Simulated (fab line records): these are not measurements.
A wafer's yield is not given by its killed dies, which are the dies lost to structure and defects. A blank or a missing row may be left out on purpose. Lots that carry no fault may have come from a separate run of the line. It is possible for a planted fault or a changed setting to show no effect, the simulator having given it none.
Which of the tools did it? -- flow nand_harc -- 36 wafers from 12 lots sampled at 6 of the route's 1302 steps

== WHAT EACH GAUGE READ, for each wafer ==
NHARC_A_BLC_CD_MEAS_19. Usual: cd_nm at 102 nm, with a standard deviation of 3.4.
lot,measured,on,cd_nm (nm),flag
L463,day 22 21:50,cd_sem-03,101 101 105,
L462,day 23 02:06,cd_sem-02,107 100 105,
L475,day 28 16:53,cd_sem-01,98 105 104,
L477,day 28 19:13,cd_sem-01,104 98 103,
L474,day 28 21:46,cd_sem-01,99 99 101,
L478,day 29 01:37,cd_sem-01,105 101 100,
L480,day 29 16:43,cd_sem-03,99 98 104,
L479,day 30 03:56,cd_sem-01,103 102 106,
L481,day 30 14:14,cd_sem-01,96 107 98,
L483,day 31 20:14,cd_sem-03,100 98 100,
L484,day 31 21:49,cd_sem-03,97 106 100,
L485,day 32 05:45,cd_sem-01,98 99 103,

NHARC_A_M0_CD_MEAS_09: target cd 80 nm. Usual: cd_nm at 79.8 nm, with a standard deviation of 0.99.
lot,measured,on,cd_nm (nm),flag
L463,day 23 00:51,cd_sem-01,78.4 79.1 78.1,
L462,day 23 05:02,cd_sem-02,79.1 78.7 80.4,
L475,day 28 19:46,cd_sem-01,71.9 72.3 71.6,OFF
L477,day 28 21:58,cd_sem-02,80.6 81.4 78.2,
L474,day 29 00:39,cd_sem-02,72.9 71.9 70.0,OFF
L478,day 29 04:30,cd_sem-03,78.6 79.3 80.5,
L480,day 29 19:36,cd_sem-02,79.6 79.5 80.3,
L479,day 30 06:43,cd_sem-03,80.5 80.6 79.7,
L481,day 30 17:03,cd_sem-02,79.2 79.5 79.6,
L483,day 31 23:07,cd_sem-01,79.3 81.3 80.7,
L484,day 32 00:42,cd_sem-03,81.2 80.9 80.3,
L485,day 32 09:40,cd_sem-01,81.2 79.0 78.3,

NHARC_END_SORT_01. Usual: defect_limited_yield 91 %, standard deviation 3.1; killed_at_array 54, standard deviation 21; killed_at_other 0.9, standard deviation 1.1; killed_at_periphery 3.5, standard deviation 2.5; killed_dies 58, standard deviation 21; killed_open 3.3, standard deviation 1.9; killed_short 2.6, standard deviation 1.8; sort_bin_2_pct 3.0 %, standard deviation 1.4; sort_bin_3_pct 0.6 %, standard deviation 0.41; sort_bin_4_pct 4.9 %, standard deviation 1.7; sort_n_pass 619, standard deviation 21; sort_rim_yield_pct 92 %, standard deviation 4; sort_yield_pct 91 %, standard deviation 3.1.
lot,measured,on,defect_limited_yield (%),killed_at_array,killed_at_other,killed_at_periphery,killed_dies,killed_open,killed_short,sort_bin_2_pct (%),sort_bin_3_pct (%),sort_bin_4_pct (%),sort_n_pass,sort_rim_yield_pct (%),sort_yield_pct (%),flag
L475,day 30 12:42,prober-01,90 91,55 57,0 1,13 6,68 64,5 6,1 5,3.8 4.3,0.6 0.3,5.6 4.9,609 613,93 92,90 91,
L474,day 30 20:46,prober-02,90 89,67 68,0 0,4 6,71 74,4 5,6 3,2.2 4.3,0.7 0.7,7.5 5.9,606 603,94 94,90 89,
L478,day 31 01:50,prober-01,90 90 92,62 64 53,2 2 2,2 1 2,66 67 57,5 4 6,4 3 0,3.2 2.7 3.4,0.9 0.7 0.6,5.6 6.5 4.4,611 610 620,86 91 90,90 90 92,
L480,day 31 12:10,prober-02,92 90 91,55 65 60,0 2 0,2 2 4,57 69 64,4 6 6,0 2 4,3.0 3.0 3.0,0.9 0.3 0.6,4.6 6.9 5.9,620 608 613,91 85 87,92 90 91,
L479,day 31 23:44,prober-01,87 87 88,86 81 70,0 2 2,4 6 7,90 89 79,3 3 6,3 1 4,4.9 4.1 4.3,2.1 1.6 0.9,6.4 7.4 6.5,587 588 598,94 92 86,87 87 88,

== TOOL THAT RAN EACH LOT (tool first, then ch and the chambers of the sampled wafers, then the start) ==
lot,NHARC_A_CONTACT_CMP_20,NHARC_A_M0_PEB_07,NHARC_A_M0_PVD_21
L463,"cmp-02 ch 1,3, day 22 19:53","litho_track-04 ch 0, day 23 00:46","pvd_sputter-02, no start"
L462,"cmp-04 ch 1,2,3, day 23 00:05","litho_track-01 ch 0, day 23 04:58","pvd_sputter-02, no start"
L475,"cmp-02 ch 1,2, day 28 14:50","litho_track-01 ch 0, day 28 19:41","pvd_sputter-01, day 30 12:42 or earlier"
L477,"cmp-02 ch 0,1, day 28 17:08","litho_track-06 ch 0, day 28 21:53","pvd_sputter-03, no start"
L474,"cmp-03 ch 1,2,3, day 28 19:45","litho_track-01 ch 0, day 29 00:34","pvd_sputter-03, day 30 20:46 or earlier"
L478,"cmp-03 ch 1,2,3, day 28 23:40","litho_track-06 ch 0, day 29 04:25","pvd_sputter-02, day 31 01:50 or earlier"
L480,"cmp-02 ch 0,1,3, day 29 14:41","litho_track-06 ch 0, day 29 19:31","pvd_sputter-01, day 31 12:10 or earlier"
L479,"cmp-02 ch 2,3, day 30 01:50","litho_track-06 ch 0, day 30 06:38","pvd_sputter-02, day 31 23:44 or earlier"
L481,"cmp-02 ch 1,2,3, day 30 11:45","litho_track-06 ch 0, day 30 16:58","pvd_sputter-01, no start"
L483,"cmp-02 ch 1,2,3, day 31 18:13","litho_track-01 ch 0, day 31 23:02","pvd_sputter-01, no start"
L484,"cmp-03 ch 1,2,3, day 31 19:55","litho_track-06 ch 0, day 32 00:37","pvd_sputter-01, no start"
L485,"cmp-02 ch 0,2,3, day 32 03:44","litho_track-06 ch 0, day 32 09:35","pvd_sputter-01, no start"
- NHARC_A_CONTACT_CMP_20: polishes, t overpolish 30 s, target thk 300 nm.
- NHARC_A_M0_PEB_07: peb time 65 s.
- NHARC_A_M0_PVD_21: deposits Cu, target thk 30 nm, time 20.49 s.

== AS READ BY THE TOOLS THEMSELVES (means over the sampled wafers that have a number; for cases with no such wafer, the mark the record gives instead) ==
NHARC_A_CONTACT_CMP_20. Usual: edge_zone_pressure_frac 1.000, standard deviation 0.0056; motor_current_A 12.7 A, standard deviation 1.1; overpolish_run_s 30.000 s, standard deviation 0.0093; time_to_endpoint_s 61 s, standard deviation 4.9.
lot,tool,edge_zone_pressure_frac,motor_current_A (A),overpolish_run_s (s),time_to_endpoint_s (s),flag
L463,cmp-02,1.003,11.8,29.997,63,
L462,cmp-04,0.995,13.3,30.010,56,
L475,cmp-02,0.994,13.8,30.001,65,
L477,cmp-02,1.001,13.6,29.994,57,
L474,cmp-03,0.998,12.1,30.003,56,
L478,cmp-03,0.995,11.7,29.997,59,
L480,cmp-02,1.003,12.8,30.003,65,
L479,cmp-02,1.000,11.9,29.998,65,
L481,cmp-02,1.004,13.1,30.001,62,
L483,cmp-02,1.000,12.8,30.010,67,
L484,cmp-03,1.001,11.8,29.997,59,
L485,cmp-02,0.995,13.3,30.000,63,

NHARC_A_M0_PEB_07. Usual: heater_power_total_W 156.6 W, standard deviation 0.44; plate_temp_C 100.01 C, standard deviation 0.13.
lot,tool,heater_power_total_W (W),plate_temp_C (C),flag
L463,litho_track-04,156.6,100.07,
L462,litho_track-01,156.8,100.14,
L475,litho_track-01,152.3,98.10,OFF
L477,litho_track-06,156.5,99.89,
L474,litho_track-01,152.7,98.17,OFF
L478,litho_track-06,156.7,99.92,
L480,litho_track-06,156.6,100.00,
L479,litho_track-06,156.5,99.94,
L481,litho_track-06,156.2,99.88,
L483,litho_track-01,156.9,100.11,
L484,litho_track-06,156.6,99.90,
L485,litho_track-06,156.8,100.00,

NHARC_A_M0_PVD_21. Usual: throttle_valve_pct at 29.8 %, with a standard deviation of 0.93.
lot,tool,throttle_valve_pct (%),flag
L463,pvd_sputter-02,29.7,
L462,pvd_sputter-02,29.0,
L475,pvd_sputter-01,29.8,
L477,pvd_sputter-03,30.1,
L474,pvd_sputter-03,29.9,
L478,pvd_sputter-02,29.7,
L480,pvd_sputter-01,29.8,
L479,pvd_sputter-02,29.0,
L481,pvd_sputter-01,29.8,
L483,pvd_sputter-01,30.8,
L484,pvd_sputter-01,31.0,
L485,pvd_sputter-01,30.5,

== THE ANSWER, worked out from the rows above alone ==
Rule: take the mean of a lot's wafers that have a number; if it is more than 3 standard deviations from the usual mean, the lot is off. Also off: a lot with no number at a reading for which 4 or more lots have one. The other lots that the step has rows for count as sound. The gauges are gone through in route order, then the tools' own readings, and for those a lot's mean is taken as printed above. The first step at which some lot is off is used, and at that step the reading that is off furthest; a lot without a number counts as furthest.
Off at NHARC_A_M0_CD_MEAS_09 (cd_nm): L475, L474.
A tool fits if, at a process step before that reading, it ran every lot that is off, and no sound lot after the first of them. The gauges at NHARC_A_M0_CD_MEAS_09 aren't tried: what is off there is off at NHARC_A_M0_PEB_07 too, on other tools, and a gauge's error can't cause that. Not one of the candidates tried fits.

== WHAT THE SIMULATOR HAD INSERTED ==
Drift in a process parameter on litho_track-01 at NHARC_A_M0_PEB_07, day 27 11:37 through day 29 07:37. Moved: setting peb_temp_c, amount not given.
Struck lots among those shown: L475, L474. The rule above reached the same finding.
